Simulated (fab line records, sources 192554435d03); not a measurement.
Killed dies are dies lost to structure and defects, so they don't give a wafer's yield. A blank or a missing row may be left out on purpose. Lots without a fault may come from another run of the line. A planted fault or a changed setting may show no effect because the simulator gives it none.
fab line records | flow n5_finfet
record lots=7 wafers=39
route steps=1938 shown DUMMY_GATE@220 HKMG_FIN@403 BEOL_M0_SAQP@632 BEOL_M6@1239
start_h: hours from the record's first day to the start of the lot's first wafer shown | wait_h: hours since the lot's step before | " the same as in the row above | L1.1+2: a row that stands for several wafers | - no value, or no start given | * or withheld: withheld | < > ~ a bound
route shown NAME@n: a module of which the file shows steps, and the number in the route of the first | usual: mean/standard deviation of fault-free wafers | same: alike in all rows | chamber/n: place in a boat | sites: the reading at each site | _std_site: their standard deviation | _edge_site: outer sites' mean less inner sites' | radius_mm: how far each site lies from the wafer's centre | mask NAME#n: copy n | behind: the tool/chamber that last shaped the wafer | hold: why the lot was held/for how many hours/how that ended | device: the transistor (n, p or np) that didn't switch | end of line: the same wafers' tests at the end of the route | a step without rows: its recipe alone | killed: dies lost to structure and defects at the first sort, not the wafer's yield | map: a wafer's dies, x killed, . not, _ none there
set.NAME: the setting as run; set.NAME@STEP: as run at that earlier step | model.NAME: the simulator's own value behind a step, which no gauge read
lots whose settings were changed on purpose; a table a step, a row a wafer
## steps
# step N5_DUMMY_GATE_HM_DEP_06
# recipe material=SiNx target_thk_a=800 precursor=DCS/NH3 temp_c=700 pressure_mtorr=300 time_s=5141
# columns lot.wafer tool chamber start_h wait_h set.time_s model.SiNx_of_DUMMY_GATE_HM_DEP_06.thk_nm
L076.1+4 - - - 0.0 3277 51.4
L076.2 " - " " 3277 52
L076.3+5 " - " " 3277 51.2
L076.6 " - " " 3277 51.6
L080.3 lpcvd-01 0/25 89.13 2.1 5141 81.4
L080.4 " 0/29 " " 5141 81
L080.5 " 0/34 " " 5141 81.8
L082.1 - - - 0.0 5141 79.6
L082.2+5+6 " - " " 5141 79
L082.3+4 " - " " 5141 78.8
L084.1+3+4 - - - 0.0 6332 98.6
L084.2 " - " " 6332 99
L084.5 " - " " 6332 98.2
L084.6 " - " " 6332 98.8
L085.1 - - - 0.0 7043 108.2
L085.2+3+5 " - " " 7043 107.4
L085.4 " - " " 7043 107.6
L085.6 " - " " 7043 107.8
L088.1 - - - 0.0 6366 100
L088.2 " - " " 6366 99.6
L088.3+4+6 " - " " 6366 99.4
L088.5 " - " " 6366 99.2
L090.1+5 - - - 0.0 3042 46.8
L090.2+6 " - " " 3042 47.2
L090.3 " - " " 3042 46
L090.4 " - " " 3042 46.2
# step N5_DUMMY_GATE_ETCH_31
# recipe chemistry=C4F6/O2 target=SiO2 mask_material=SOC target_depth_a=825 time_s=27.5 ion_energy_ev=250 pressure_mtorr=30 source_w=345 bias_w=185 Ar_flow_sccm=300 C4F6_flow_sccm=10 O2_flow_sccm=10
# columns lot.wafer tool chamber start_h wait_h set.target_depth_a model.etch.depth_nm model.SOC_of_DUMMY_GATE_COAT_34.thk_nm
L076.1 rie_diel-03 3 59.69 0.1 825 85.65 51.4
L076.2 " 0 " " 825 81.69 51.6
L076.3 " 2 " " 825 83.59 51.2
L076.4 " 2 " " 825 83.56 51.4
L076.5 " 3 " " 825 85.88 51.4
L076.6 " 0 " " 825 81.7 51.6
L080.3 rie_diel-05 2 94.62 0.3 825 82.49 51.6
L080.4 " 3 " " 825 82.29 51.6
L080.5 " 2 " " 825 82.61 51.6
L082.1 rie_diel-05 3 95.98 0.0 608.2 60.14 54
L082.2 " 1 " " 608.2 58.67 54
L082.3 " 0 " " 825 82.5 51.6
L082.4 " 2 " " 608.2 60.69 54
L082.5 " 0 " " 825 82.15 51.8
L082.6 " 1 " " 825 79.67 52
L084.1 rie_diel-05 0 109.78 0.0 1245 125 47.6
L084.2 " 1 " " 825 79.98 52.2
L084.3 " 2 " " 825 83.58 51.6
L084.4 " 1 " " 825 80.77 52
L084.5 " 2 " " 1245 125.1 47.6
L084.6 " 0 " " 1245 125.9 47.4
L085.1 rie_diel-03 3 114.41 0.0 825 84.91 51.4
L085.2 " 0 " " 825 82.08 51.4
L085.3 " 2 " " 825 83.06 51.2
L085.4 " 1 " " 1187 120.8 47.8
L085.5 " 0 " " 1187 118 47.8
L085.6 " 3 " " 1187 122.1 48
L088.1 rie_diel-01 1 130.84 0.0 825 81.36 52
L088.2 " 3 " " 341.6 32.39 56.6
L088.3 " 0 " " 825 80.37 51.6
L088.4 " 2 " " 341.6 34.8 56.6
L088.5 " 1 " " 825 80.75 52
L088.6 " 0 " " 341.6 33.63 56.6
L090.1 rie_diel-05 0 142.01 0.0 1309 129.6 47
L090.2 " 3 " " 1309 136.6 46.2
L090.3 " 2 " " 825 82.77 51.8
L090.4 " 1 " " 1309 123.4 47.8
L090.5 " 2 " " 825 82.32 51.8
L090.6 " 1 " " 825 77.83 52.2
# step N5_HKMG_FIN_ETCH_55
# recipe chemistry=N2/H2 target=SOC target_depth_a=2400 temp_c=40 time_s=300 ion_energy_ev=200 mask_material=SiARC pressure_mtorr=30 source_w=840 bias_w=150 n2_flow_sccm=200 h2_flow_sccm=200
# columns lot.wafer tool chamber start_h wait_h set.time_s model.HKMG_FIN.feature_depth_nm model.etch.depth_nm model.SiARC_of_HKMG_FIN_COAT_42.thk_nm
L076.1 rie_diel-06 0 84.02 0.0 300 233 233 22.2
L076.2 " 1 " " 428.2 344 344 14
L076.3 " 2 " " 300 225.2 225.2 21.8
L076.4 " 3 " " 428.2 339.2 339.2 15.2
L076.5 " 3 " " 300 237 237 21.2
L076.6 " 0 " " 428.2 336.2 336.2 16.4
L080.3 rie_diel-04 3 120.51 0.0 300 253.2 253.3 20.4
L080.4 " 2 " " 300 232 232 22.2
L080.5 " 3 " " 300 253.4 253.5 20.4
L082.1 rie_diel-02 1 120.92 0.0 132.4 102.6 102.6 29.4
L082.2 " 3 " " 300 252.2 252.2 20.2
L082.3 " 0 " " 132.4 101.2 101.2 29.2
L082.4 " 2 " " 300 233.2 233.1 22
L082.5 " 3 " " 300 252.6 252.5 20.4
L082.6 " 2 " " 132.4 103 103.1 29.4
L084.1 rie_diel-06 3 139.12 0.0 300 240 240.1 21.2
L084.2 " 2 " " 300 227.4 227.4 21.8
L084.3 " 1 " " 300 243 242.9 20.4
L084.4 " 0 " " 300 231.4 231.4 22.4
L084.5 " 0 " " 300 231.6 231.6 22.4
L084.6 " 1 " " 300 243.4 243.4 20.4
L085.1 rie_diel-06 2 140.24 0.0 300 224 224 21.8
L085.2 " 1 " " 353 285.2 285.3 17.8
L085.3 " 3 " " 300 236.8 236.8 21.2
L085.4 " 0 " " 353 271.2 271.2 20
L085.5 " 1 " " 300 240.2 240.2 20.4
L085.6 " 2 " " 353 263.8 263.9 19.6
L088.1 rie_diel-04 2 156.21 0.0 143.9 113.8 113.9 28.8
L088.2 " 3 " " 300 254.8 254.8 20.6
L088.3 " 1 " " 300 241.2 241.3 21.4
L088.4 " 0 " " 143.9 114.8 114.8 28.6
L088.5 " 0 " " 143.9 114.8 114.9 28.6
L088.6 " 1 " " 300 241.4 241.5 21.4
L090.1 rie_diel-04 2 167.48 0.0 300 233.2 233.1 22.2
L090.2 " 0 " " 184.5 146 146 27
L090.3 " 1 " " 300 240.4 240.4 21.6
L090.4 " 3 " " 184.5 154.6 154.7 26.2
L090.5 " 3 " " 184.5 154.8 154.8 26.2
L090.6 " 2 " " 300 235 235.1 22
# step N5_BEOL_M0_SAQP_PECVD_00
# recipe material=SiCN target_thk_a=80 temp_c=withheld precursor=3MS/NH3 pressure_torr=3 rf_w=202 time_s=14
# columns lot.wafer tool chamber start_h wait_h set.time_s model.SiCN_of_BEOL_M0_SAQP_PECVD_00.thk_nm
L076.1+6 pecvd-04 2,0 131.57 0.2 8.521 4.8
L076.2 " 1 " " 14 7.8
L076.3 " 0 " " 14 8
L076.4 " 2 " " 14 8.2
L076.5 " 1 " " 8.521 5
L080.3+5 pecvd-04 2 153.87 0.1 14 8.2
L080.4 " 1 " " 14 8
L082.1+3+5+6 pecvd-03 1,2,2,1 158.02 0.2 14 8
L082.2+4 " 0 " " 14 8.2
L084.1 pecvd-02 0 170.66 0.2 14 8.6
L084.2+4+5 " 2,1,2 " " 14 8.2
L084.3+6 " 1,0 " " 14 8.4
L085.1+3 pecvd-03 2,1 173.65 0.2 14 8.2
L085.2+5 " 0,2 " " 7.359 4.4
L085.4 " 0 " " 7.359 4.6
L085.6 " 1 " " 14 8.4
L088.1+6 pecvd-02 0 189.06 0.2 14 8.4
L088.2 " 1 " " 16.76 9.6
L088.3 " 2 " " 14 8.2
L088.4+5 " 1,2 " " 16.76 9.8
L090.1 pecvd-04 1 201.71 0.2 14 8
L090.2+4+5 " 2,2,1 " " 14 8.2
L090.3 " 0 " " 14 7.6
L090.6 " 0 " " 14 7.8
# step N5_BEOL_M6_TRENCH_ETCH_37
# recipe chemistry=C4F6/O2 target_depth_a=944.35 target=SiCOH_lowk time_s=31.5 ion_energy_ev=250 pressure_mtorr=30 source_w=345 bias_w=185 Ar_flow_sccm=300 C4F6_flow_sccm=10 O2_flow_sccm=10
# columns lot.wafer tool chamber start_h wait_h set.time_s model.BEOL_M6.feature_depth_nm model.etch.depth_nm model.TiN_of_BEOL_M6_HM_DEP_02.thk_nm
L076.1 rie_diel-06 2 - - 31.5 90.6 90.61 17.6
L076.2 " 0 " " 31.5 96.4 96.42 17.6
L076.3 " 3 " " 39.61 119.2 119.2 16.6
L076.4 " 1 " " 39.61 120.4 120.5 16.2
L076.5 " 3 " " 39.61 118 118 16.4
L076.6 " 2 " " 31.5 90.2 90.16 17.4
L080.3 rie_diel-04 2 - - 31.5 90.4 90.4 17
L080.4 " 3 " " 31.5 96.6 96.62 17.4
L080.5 " 0 " " 31.5 93 92.93 17.4
L082.1 rie_diel-04 2 - - 47.66 139 138.9 16.2
L082.2 " 3 " " 47.66 148.6 148.6 15.6
L082.3 " 1 " " 31.5 97.4 97.4 17.4
L082.4 " 0 " " 31.5 94 94.08 16.8
L082.5 " 3 " " 47.66 148.6 148.5 15.6
L082.6 " 2 " " 31.5 92.2 92.11 17.2
L085.1 rie_diel-02 2 - - 31.5 92.6 92.54 16.8
L085.2 " 3 " " 31.5 95.8 95.81 16.4
L085.3 " 1 " " 23.12 68.6 68.53 17.6
L085.4 " 2 " " 31.5 92.4 92.47 17
L085.5 " 3 " " 23.12 70.6 70.61 17.4
L085.6 " 1 " " 23.12 68.4 68.39 17.6
L084.1 rie_diel-04 3 - - 31.5 95.6 95.68 17.4
L084.2 " 0 " " 47.63 141 141 16.2
L084.3 " 1 " " 47.63 145.2 145.3 16
L084.4 " 2 " " 31.5 92 92.07 17.2
L084.5 " 1 " " 31.5 95 95.07 17.4
L084.6 " 0 " " 47.63 140.2 140.2 15.8
L088.1 rie_diel-06 2 - - 31.5 90.2 90.11 17.4
L088.2 " 1 " " 31.5 95 94.91 17
L088.3 " 3 " " 31.5 93.8 93.85 16.8
L088.4 " 2 " " 31.5 90.2 90.16 17.4
L088.5 " 3 " " 31.5 93.4 93.31 17.4
L088.6 " 1 " " 31.5 94.6 94.68 16.6
L090.1 rie_diel-02 0 - - 13.07 39.8 39.86 19
L090.2 " 3 " " 13.07 40.2 40.21 18.8
L090.3 " 2 " " 13.07 38.2 38.18 18.4
L090.4 " 1 " " 31.5 92 92.01 17.4
L090.5 " 3 " " 31.5 96.4 96.4 17.2
L090.6 " 0 " " 31.5 96.2 96.21 17.2
# step N5_BEOL_M6_ETCH_41
# recipe chemistry=CH3F/O2 target=SiCN target_depth_a=297 taper_deg=2 time_s=52 ion_energy_ev=120 mask_material=TiN pressure_mtorr=30 source_w=395 bias_w=75 Ar_flow_sccm=150 CH3F_flow_sccm=30 O2_flow_sccm=20
# step N5_BEOL_M6_STRIP_80
# recipe chemistry=N2/H2 time_s=10 power_w=450 temp_c=40 pressure_mtorr=20 rf_frequency_hz=6e+07 bias_power_w=7 n2_flow_sccm=200 h2_flow_sccm=200
# step N5_BEOL_M6_OCD_MEAS_38
# usual trench_depth_nm=94.1/2.2
# columns lot.wafer tool chamber start_h wait_h set.time_s@BEOL_M6_TRENCH_ETCH_37 trench_depth_nm
L076.1 ocd-01 - 206.10 - 31.5 90.4
L076.2 " - " " 31.5 96.3
L076.3 " - " " 39.61 119.2
L076.4 " - " " 39.61 120.1
L076.5 " - " " 39.61 118.0
L076.6 " - " " 31.5 90.5
L080.3 ocd-02 - 231.08 - 31.5 90.6
L080.4 " - " " 31.5 96.5
L080.5 " - " " 31.5 93.1
L082.1 ocd-02 - 231.51 - 47.66 138.9
L082.2 " - " " 47.66 148.2
L082.3 " - " " 31.5 97.7
L082.4 " - " " 31.5 94.4
L082.5 " - " " 47.66 148.3
L082.6 " - " " 31.5 91.1
L085.1 ocd-02 - 256.69 - 31.5 92.1
L085.2 " - " " 31.5 95.3
L085.3 " - " " 23.12 68.4
L085.4 " - " " 31.5 92.7
L085.5 " - " " 23.12 70.7
L085.6 " - " " 23.12 68.5
L084.1 ocd-02 - 257.23 - 31.5 95.6
L084.2 " - " " 47.63 140.8
L084.3 " - " " 47.63 144.7
L084.4 " - " " 31.5 92.5
L084.5 " - " " 31.5 95.5
L084.6 " - " " 47.63 139.9
L088.1 ocd-02 - 259.37 - 31.5 90.1
L088.2 " - " " 31.5 -
L088.3 " - " " 31.5 93.8
L088.4 " - " " 31.5 -
L088.5 " - " " 31.5 93.9
L088.6 " - " " 31.5 -
L090.1 ocd-02 - 288.87 - 13.07 39.6
L090.2 " - " " 13.07 40.3
L090.3 " - " " 13.07 38.8
L090.4 " - " " 31.5 91.2
L090.5 " - " " 31.5 96.1
L090.6 " - " " 31.5 96.6
# step N5_BEOL_M6_HM_STRIP_39
# recipe chemistry=peroxide_tin_strip material=TiN target_depth_a=250 temp_c=50 time_s=158
# step N5_BEOL_M6_SRD_40
# recipe time_s=30 temp_c=23 rinse_liquid=diw dry=ipa_marangoni
# step N5_BEOL_M6_ECD_50
# recipe material=Cu target_thk_a=3000
# step N5_BEOL_M6_ANNEAL_51
# recipe temp_c=225 time_s=90 ambient=N2
# step N5_BEOL_M6_CMP_52
# recipe stop_on=SiCOH_lowk t_overpolish_s=6.9 down_force_psi=1 platen_rpm=50 clearing_platen_down_force_psi=1.5 clearing_platen_rpm=50 post_cmp_clean=cu_alkaline target_thk_nm=80 clearing_platen_pad_velocity_m_s=0.99484 pad_velocity_m_s=0.99484
# columns lot.wafer tool chamber start_h wait_h set.time_s@BEOL_M6_TRENCH_ETCH_37 model.Cu_of_BEOL_M6_ECD_50.thk_nm
L076.2 cmp-03 2 209.47 0.2 31.5 81.4
L076.3 " 3 " " 39.61 105.4
L076.1 " 0 " " 31.5 75.8
L076.4 " 1 " " 39.61 106.4
L076.5 " 2 " " 39.61 102.8
L076.6 " 3 " " 31.5 75
L080.3 cmp-01 2 233.11 0.2 31.5 75.6
L080.4 " 0 " " 31.5 83
L080.5 " 2 " " 31.5 79.8
L082.2+5 cmp-01 2 233.96 0.2 47.66 135.4
L082.1 " 3 " " 47.66 124.8
L082.3 " 0 " " 31.5 83.8
L082.4 " 1 " " 31.5 80.6
L082.6 " 3 " " 31.5 77.8
L085.4 cmp-01 3 260.43 0.1 31.5 79
L085.3 " 0 " " 23.12 54.8
L085.2 " 1 " " 31.5 81.2
L085.1 " 2 " " 31.5 78.4
L085.5 " 3 " " 23.12 57.2
L085.6 " 0 " " 23.12 55.2
L084.2 cmp-03 3 260.97 0.2 47.63 126.6
L084.3 " 0 " " 47.63 132
L084.4 " 1 " " 31.5 77.4
L084.1 " 2 " " 31.5 82.4
L084.5 " 3 " " 31.5 82.2
L084.6 " 0 " " 47.63 125.6
L088.4 cmp-02 1 262.47 0.1 31.5 78.8
L088.1 " 2 " " 31.5 77.2
L088.2 " 3 " " 31.5 82.4
L088.3+5 " 0,2 " " 31.5 80.4
L088.6 " 1 " " 31.5 83.4
L090.2+1 cmp-03 1,0 292.00 0.2 13.07 26.8
L090.3 " 2 " " 13.07 25
L090.4 " 3 " " 31.5 79
L090.5 " 1 " " 31.5 83.4
L090.6 " 2 " " 31.5 82
# step N5_BEOL_M6_THK_MEAS_53
# recipe thk_meas_gauge=xrf reads=Cu_of_BEOL_M6_ECD_50
# usual M6_THK=80.4/2.6
# columns lot.wafer tool chamber start_h wait_h set.time_s@BEOL_M6_TRENCH_ETCH_37 M6_THK[nm]
L076.1 film_metro-02 - 209.77 - 31.5 75.6
L076.2 " - " " 31.5 81.2
L076.3 " - " " 39.61 104.7
L076.4 " - " " 39.61 106.0
L076.5 " - " " 39.61 102.8
L076.6 " - " " 31.5 74.6
L080.3 film_metro-01 - 233.41 - 31.5 76.0
L080.4 " - " " 31.5 83.5
L080.5 " - " " 31.5 80.1
L082.1 film_metro-02 - 234.25 - 47.66 125.8
L082.2 " - " " 47.66 137.5
L082.3 " - " " 31.5 84.5
L082.4 " - " " 31.5 81.2
L082.5 " - " " 47.66 136.6
L082.6 " - " " 31.5 78.7
L085.1 film_metro-01 - 260.72 - 31.5 79.3
L085.2 " - " " 31.5 82.2
L085.3 " - " " 23.12 55.4
L085.4 " - " " 31.5 79.6
L085.5 " - " " 23.12 57.8
L085.6 " - " " 23.12 55.5
L084.1 film_metro-01 - 261.26 - 31.5 82.8
L084.2 " - " " 47.63 127.4
L084.3 " - " " 47.63 133.2
L084.4 " - " " 31.5 78.3
L084.5 " - " " 31.5 82.5
L084.6 " - " " 47.63 126.7
L088.1 film_metro-02 - 262.76 - 31.5 78.0
L088.2 " - " " 31.5 -
L088.3 " - " " 31.5 81.2
L088.4 " - " " 31.5 -
L088.5 " - " " 31.5 81.4
L088.6 " - " " 31.5 -
L090.1 film_metro-02 - 292.30 - 13.07 26.8
L090.2 " - " " 13.07 26.7
L090.3 " - " " 13.07 25.2
L090.4 " - " " 31.5 79.0
L090.5 " - " " 31.5 83.5
L090.6 " - " " 31.5 82.0
# step N5_BEOL_M6_PRE_CLEAN_55
# recipe gas=NH3 time_s=15 temp_c=withheld rf_power_w=300
# step N5_BEOL_M6_DEP_56
# recipe material=SiCN target_thk_a=100 temp_c=withheld precursor=3MS/NH3 pressure_torr=3 rf_w=202 time_s=17.5
# step N5_BEOL_M6_RS_MEAS_57
# recipe thk_meas_gauge=four-point-probe reads=Cu_of_BEOL_M6_ECD_50+Co_of_BEOL_M6_CVD_78+TaN_of_BEOL_M6_ALD_77
# usual M6_RS=0.286/0.01
# columns lot.wafer tool chamber start_h wait_h set.time_s@BEOL_M6_TRENCH_ETCH_37 M6_RS[ohm/sq]
L076.1 film_metro-02 - 209.90 0.1 31.5 0.304
L076.2 " - " " 31.5 0.280
L076.3 " - " " 39.61 0.208
L076.4 " - " " 39.61 0.206
L076.5 " - " " 39.61 0.214
L076.6 " - " " 31.5 0.309
L080.3 film_metro-02 - 233.54 0.1 31.5 0.305
L080.4 " - " " 31.5 0.274
L080.5 " - " " 31.5 0.287
L082.1 film_metro-02 - 234.38 0.1 47.66 0.172
L082.2 " - " " 47.66 0.157
L082.3 " - " " 31.5 0.271
L082.4 " - " " 31.5 0.284
L082.5 " - " " 47.66 0.157
L082.6 " - " " 31.5 0.295
L085.1 film_metro-01 - 260.85 0.1 31.5 0.293
L085.2 " - " " 31.5 0.281
L085.3 " - " " 23.12 0.450
L085.4 " - " " 31.5 0.290
L085.5 " - " " 23.12 0.428
L085.6 " - " " 23.12 0.447
L084.1 film_metro-02 - 261.39 0.1 31.5 0.276
L084.2 " - " " 47.63 0.169
L084.3 " - " " 47.63 0.162
L084.4 " - " " 31.5 0.297
L084.5 " - " " 31.5 0.277
L084.6 " - " " 47.63 0.171
L088.1 film_metro-01 - 262.92 0.1 31.5 0.297
L088.2 " - " " 31.5 -
L088.3 " - " " 31.5 0.285
L088.4 " - " " 31.5 -
L088.5 " - " " 31.5 0.283
L088.6 " - " " 31.5 -
L090.1 film_metro-02 - 292.43 0.1 13.07 1.141
L090.2 " - " " 13.07 1.140
L090.3 " - " " 13.07 1.255
L090.4 " - " " 31.5 0.290
L090.5 " - " " 31.5 0.272
L090.6 " - " " 31.5 0.278
## key
split step=N5_DUMMY_GATE_HM_DEP_06 setting=time_s stated=5141 by=lot
response step=N5_DUMMY_GATE_HM_DEP_06 reading=model.SiNx_of_DUMMY_GATE_HM_DEP_06.thk_nm change=+0.791 per=1% r=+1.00
split step=N5_DUMMY_GATE_ETCH_31 setting=target_depth_a stated=825 by=wafer
response step=N5_DUMMY_GATE_ETCH_31 reading=model.etch.depth_nm change=+0.833 per=1% r=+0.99
response step=N5_DUMMY_GATE_ETCH_31 reading=model.SOC_of_DUMMY_GATE_COAT_34.thk_nm change=-0.0828 per=1% r=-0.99
split step=N5_HKMG_FIN_ETCH_55 setting=time_s stated=300 by=wafer
response step=N5_HKMG_FIN_ETCH_55 reading=model.HKMG_FIN.feature_depth_nm change=+2.48 per=1% r=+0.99
response step=N5_HKMG_FIN_ETCH_55 reading=model.etch.depth_nm change=+2.48 per=1% r=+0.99
response step=N5_HKMG_FIN_ETCH_55 reading=model.SiARC_of_HKMG_FIN_COAT_42.thk_nm change=-0.143 per=1% r=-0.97
split step=N5_BEOL_M0_SAQP_PECVD_00 setting=time_s stated=14 by=wafer
response step=N5_BEOL_M0_SAQP_PECVD_00 reading=model.SiCN_of_BEOL_M0_SAQP_PECVD_00.thk_nm change=+0.0792 per=1% r=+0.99
split step=N5_BEOL_M6_TRENCH_ETCH_37 setting=time_s stated=31.5 by=wafer
response step=N5_BEOL_M6_TRENCH_ETCH_37 reading=model.BEOL_M6.feature_depth_nm change=+0.96 per=1% r=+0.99
response step=N5_BEOL_M6_TRENCH_ETCH_37 reading=model.etch.depth_nm change=+0.96 per=1% r=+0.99
response step=N5_BEOL_M6_TRENCH_ETCH_37 reading=model.TiN_of_BEOL_M6_HM_DEP_02.thk_nm change=-0.0272 per=1% r=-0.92
response step=N5_BEOL_M6_OCD_MEAS_38 reading=trench_depth_nm change=+0.953 per=1% r=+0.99
response step=N5_BEOL_M6_CMP_52 reading=model.Cu_of_BEOL_M6_ECD_50.thk_nm change=+0.958 per=1% r=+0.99
response step=N5_BEOL_M6_THK_MEAS_53 reading=M6_THK change=+0.965 per=1% r=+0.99
response step=N5_BEOL_M6_RS_MEAS_57 reading=M6_RS shape=bent at_lowest=1.179 at_stated=0.287 at_highest=0.162
